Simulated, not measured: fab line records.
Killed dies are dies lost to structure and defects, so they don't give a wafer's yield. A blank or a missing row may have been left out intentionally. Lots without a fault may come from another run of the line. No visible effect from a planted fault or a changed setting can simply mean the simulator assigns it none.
Matching of chambers | flow n5 finfet | N5_SD_EPI_P_ETCH_36 on rie diel-03 has 4 sister chambers
The step etches SiARC in CF4, target depth 45.5 nm, time 75.8 s. 16 wafers are shown with their chamber, then 8 later ones without.

EACH WAFER AND ITS CHAMBER
wafer  | chamber | drypump motor current A (A) | throttle valve pct (%) | showerhead plenum p Torr (Torr)
L080.1 | 1       | 6.0                         | 15.18                  | 2.26
L080.4 | 2       | 5.2                         | 15.23                  | 2.06
L080.6 | 1       | 6.0                         | 15.16                  | 2.26
L082.1 | 0       | 5.2                         | 15.21                  | 2.28
L082.4 | 1       | 6.0                         | 15.18                  | 2.26
L082.5 | 3       | 5.9                         | 16.00                  | 2.21
L085.2 | 1       | 6.0                         | 15.21                  | 2.26
L085.4 | 2       | 5.2                         | 15.23                  | 2.06
L085.6 | 2       | 5.2                         | 15.23                  | 2.06
L087.1 | 3       | 5.9                         | 15.99                  | 2.20
L087.2 | 2       | 5.2                         | 15.25                  | 2.05
L087.6 | 3       | 5.9                         | 15.99                  | 2.20
L090.2 | 0       | 5.2                         | 15.22                  | 2.27
L090.3 | 3       | 5.8                         | 15.99                  | 2.20
L090.4 | 0       | 5.2                         | 15.23                  | 2.27
L093.1 | 3       | 5.9                         | 16.01                  | 2.20

SIGNATURES (means of the wafers above)
reading                  | chamber 0 | chamber 1 | chamber 2 | chamber 3 | scatter within a chamber
drypump motor current A  | 5.200     | 6.000     | 5.200     | 5.880     | 0.0258
throttle valve pct       | 15.2200   | 15.1825   | 15.2350   | 15.9960   | 0.0132
showerhead plenum p Torr | 2.2733    | 2.2600    | 2.0575    | 2.2020    | 0.0043
Rule: for each reading, subtract the chamber's mean from the wafer's reading, divide by that reading's scatter and square the result; add these up over the readings and take the root, which gives the wafer's distance from the chamber. The wafer belongs to the nearest chamber; if the next one is less than 2 further off, it can't be placed. How the scatter is found: for the shown wafers, subtract from each reading the mean of its chamber, square and add these, divide the total by (wafers less chambers), then take the root.

WAFERS WHOSE CHAMBER IS MISSING
wafer  | drypump motor current A (A) | throttle valve pct (%) | showerhead plenum p Torr (Torr)
L093.2 | 6.0                         | 15.21                  | 2.26
L093.3 | 5.3                         | 15.25                  | 2.27
L095.2 | 5.2                         | 15.24                  | 2.27
L095.4 | 6.0                         | 15.21                  | 2.25
L095.5 | 6.0                         | 15.22                  | 2.25
L096.1 | 5.9                         | 16.03                  | 2.20
L096.2 | 5.2                         | 15.26                  | 2.05
L096.4 | 6.0                         | 15.20                  | 2.25

WHICH CHAMBER EACH ONE RAN IN
wafer  | from the rows above | in truth
L093.2 | 1                   | 1
L093.3 | 0                   | 0
L095.2 | 0                   | 0
L095.4 | 1                   | 1
L095.5 | 1                   | 1
L096.1 | 3                   | 3
L096.2 | 2                   | 2
L096.4 | 1                   | 1
Placed correctly: 8 of 8. Can't be placed from these rows: 0. 0 placed wrongly.
